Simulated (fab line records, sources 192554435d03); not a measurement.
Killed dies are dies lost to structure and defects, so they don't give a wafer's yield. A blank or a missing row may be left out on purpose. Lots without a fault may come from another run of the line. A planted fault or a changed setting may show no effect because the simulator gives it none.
Chamber matching | flow n5_finfet | N5_BEOL_M3_DESCUM_33 on rie_diel-03: 4 sister chambers
The step chemistry O2, time 7 s. 7 wafers are shown with their chamber, then 7 later ones without.

WAFERS WITH THEIR CHAMBER
wafer  | chamber | showerhead_plenum_p_Torr (Torr) | throttle_valve_pct (%)
L082.1 | 2       | 2.06                            | 20.79
L087.5 | 0       | 1.99                            | 20.78
L086.1 | 3       | 2.14                            | 20.26
L086.5 | 3       | 2.13                            | 20.28
L086.6 | 0       | 1.99                            | 20.79
L096.1 | 1       | 2.12                            | 20.40
L096.5 | 1       | 2.12                            | 20.42

WAFERS WITHOUT THEIR CHAMBER
wafer  | showerhead_plenum_p_Torr (Torr) | throttle_valve_pct (%)
L096.6 | 1.99                            | 20.79
L093.3 | 1.99                            | 20.79
L093.4 | 2.05                            | 20.38
L093.6 | 1.99                            | 20.79
L092.1 | 2.12                            | 20.40
L092.3 | 1.99                            | 20.79
L092.5 | 2.13                            | 20.28

WHICH CHAMBER EACH WENT THROUGH
wafer  | from the rows above | in truth
L096.6 | 0                   | 0
L093.3 | 0                   | 0
L093.4 | 1                   | 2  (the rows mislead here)
L093.6 | 0                   | 0
L092.1 | 1                   | 1
L092.3 | 0                   | 0
L092.5 | 3                   | 3
Placed correctly: 6 of 7. Can't be placed from these rows: 0. Placed wrongly: 1.
How it was worked out, from the rows above alone: a wafer's distance from a chamber is the root of the sum, over the readings, of the square of ((its reading less the chamber's mean) divided by the reading's scatter). The wafer belongs to the nearest chamber; if the next one is less than 2 further off, it can't be placed. A chamber's mean is the mean of its shown wafers. The scatter: the root of (the sum of the squares of (reading less its chamber's mean) over the shown wafers, divided by (wafers less chambers)).
